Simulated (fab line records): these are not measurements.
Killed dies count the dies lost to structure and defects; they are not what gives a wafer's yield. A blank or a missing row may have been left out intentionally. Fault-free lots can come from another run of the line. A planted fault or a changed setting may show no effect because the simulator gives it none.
8D (eight disciplines) problem report, filled in by code	flow n5_finfet	the parts of the form that need people (team, actions taken, sign-off) are left out

== 1. THE ISSUE ==
Mean of barrier_field_endpoint_s at N5_BEOL_M11_CMP_52: 38.1 s across 5 wafers in 3 lots; on wafers with no fault it is 28.7 s (standard deviation 0.87). Relative to the usual mean, that is a shift of +11 standard deviations.
The step: polishes, stops on SiCOH lowk, t overpolish 7 s, target thk 140 nm.
First observed at day 14 20:07: wafer L832.4, on cmp-04. The record holds 31 wafers of 11 lots with a number at this step. Rule for "out", or "out of limits": more than 4 standard deviations from the usual mean. The other wafers with a number count as sound.

== 2. WHAT THIS IS AND IS NOT ==
question	is	is not
which readings at this step	barrier_field_endpoint_s	edge_zone_pressure_frac, motor_current_A, retaining_ring_pressure_frac
which lots	L832, L833, L834	L817, L818, L820, L822, L823, L824, L828, L831
which wafers of those lots	L832.4, L832.6, L833.4, L833.6, L834.6	L833.2, L834.1
read on which tools	cmp-02, cmp-04	cmp-03
when	from day 14 20:07	up to then (21 sound wafers); but 5 sound wafers of L831, L833, L834 came after

== 3. SUSPECTS, AND WHAT RULES EACH OUT ==
Counting: a tool at a process step up to the reading stays a suspect if it ran every lot that is out. Sound lots after the first of them don't rule it out here, since some wafers of a struck lot are sound.
- pecvd-01 at N5_BEOL_M11_PECVD_70 (deposits SiO2 from TEOS/O2, target thk 20 nm, time 22.7 s): kept. Ran every lot that is out, first one L832 (day 14 14:38); last sound lot up to then L822 (day 11 15:34).
After counting, what remains is pecvd-01 at N5_BEOL_M11_PECVD_70.

== 4. THE CAUSE (what the simulator had put in) ==
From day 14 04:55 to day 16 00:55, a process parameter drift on pecvd-01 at N5_BEOL_M11_PECVD_70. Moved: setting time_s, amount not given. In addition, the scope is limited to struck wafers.
After counting, this tool was the only one left.

== 5. THE CHAIN OF EFFECTS, in route order ==
Each row: a reading whose mean over the struck wafers that have a number lies more than 3 standard deviations from the usual. Scope: only readings with a usual standard deviation given in the record; hours: median across lots of the time from each lot's start at the first step in this table that gives one to its start at this step; sigmas: change in usual standard deviations.
hours	step	reading	usual	on struck wafers	change	sigmas
0	N5_BEOL_M11_CMP_52	barrier_field_endpoint_s	28.7 s	38.1	+9.4	+11
Here are the process steps it includes:
- N5_BEOL_M11_CMP_52: polishes, stops on SiCOH lowk, t overpolish 7 s, target thk 140 nm.

== 6. WHAT WOULD HAVE CAUGHT IT SOONER ==
15 hours passed between the start of the fault at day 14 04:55 and the first reading out of limits in this record, taken at day 14 20:07.
No tool reading at N5_BEOL_M11_PECVD_70 that has a usual standard deviation in the record was out on any struck wafer, so an alarm limit of 4 standard deviations on those readings would not have fired.
Of the lots that are out (3), L834, L833 began N5_BEOL_M11_PECVD_70 on pecvd-01 after day 14 20:07. A hold on the tool at that time would have spared those 2.
